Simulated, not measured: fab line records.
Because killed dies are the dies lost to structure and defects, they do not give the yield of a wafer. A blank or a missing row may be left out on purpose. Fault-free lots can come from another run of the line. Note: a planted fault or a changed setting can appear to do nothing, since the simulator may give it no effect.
Which tool is to blame? -- flow nand-harc -- 72 wafers sampled from 24 lots at 1 step of a route of 1302

== WHAT THE GAUGES READ, wafer by wafer ==
NHARC_A_M0_INSPECT_11.
lot,measured,on,raw-defect-count
L074,day 22 10:24,defect-inspect-02,70 72 77
L076,day 23 08:13,defect-inspect-02,22 23 15
L075,day 23 08:31,defect-inspect-01,167 149 156
L077,day 23 23:26,defect-inspect-02,98 105 102
L078,day 24 09:32,defect-inspect-02,59 65 58
L079,day 25 10:31,defect-inspect-01,103 85 107
L080,day 25 19:11,defect-inspect-02,131 101 131
L081,day 26 02:46,defect-inspect-01,60 62 79
L082,day 26 03:29,defect-inspect-02,122 129 108
L083,day 26 23:32,defect-inspect-01,139 149 146
L084,day 27 04:35,defect-inspect-01,54 66 61
L085,day 27 06:44,defect-inspect-02,92 88 95
L086,day 27 11:34,defect-inspect-01,12 17 17
L087,day 28 05:49,defect-inspect-01,106 105 76
L088,day 28 16:50,defect-inspect-02,96 98 109
L089,day 28 20:46,defect-inspect-02,101 93 97
L090,day 28 23:05,defect-inspect-01,35 33 39
L091,day 30 17:23,defect-inspect-02,117 122 117
L092,day 30 17:57,defect-inspect-02,92 87 76
L093,day 30 22:27,defect-inspect-01,37 32 35
L094,day 30 22:58,defect-inspect-02,60 81 82
L095,day 31 18:29,defect-inspect-01,33 30 30
L097,day 32 08:56,defect-inspect-01,113 105 99
L096,day 32 10:33,defect-inspect-01,63 58 60

== WHAT TOOL EACH LOT RAN ON (gives the tool, then ch and the chambers of the sampled wafers, and finally the start) ==
Record: no process step prior to these readings.

== AS READ BY THE TOOLS THEMSELVES (means over the sampled wafers that have a number; for cases with no such wafer, the mark the record gives instead) ==
The record holds no such reading with a usual standard deviation.

== THE ANSWER, worked out from the rows above alone ==
Rule: what is usual is taken from the lots themselves. The widest of any qualifying gaps counts: lots, ordered by their means at a reading, are off when they make up no more than a third of the lots, leave a main group of 4 or more, and stand apart from it by 3 or more times the standard deviation of that group's means. If all means in a main group match to the digits the tables above print for the reading, that group is not used. Also off: a lot with no number at a reading for which 4 or more lots have one. Where the step has rows for the other lots, those lots are counted as sound. After the gauges, taken in route order, come the tools' own readings; for these a lot's mean is taken, as printed above. The first step at which some lot is off is used, and at that step the reading that is off furthest; a lot without a number counts as furthest.
Nothing can be told from this: no lot is off at any reading shown.

== WHAT THE SIMULATOR HAD INSERTED ==
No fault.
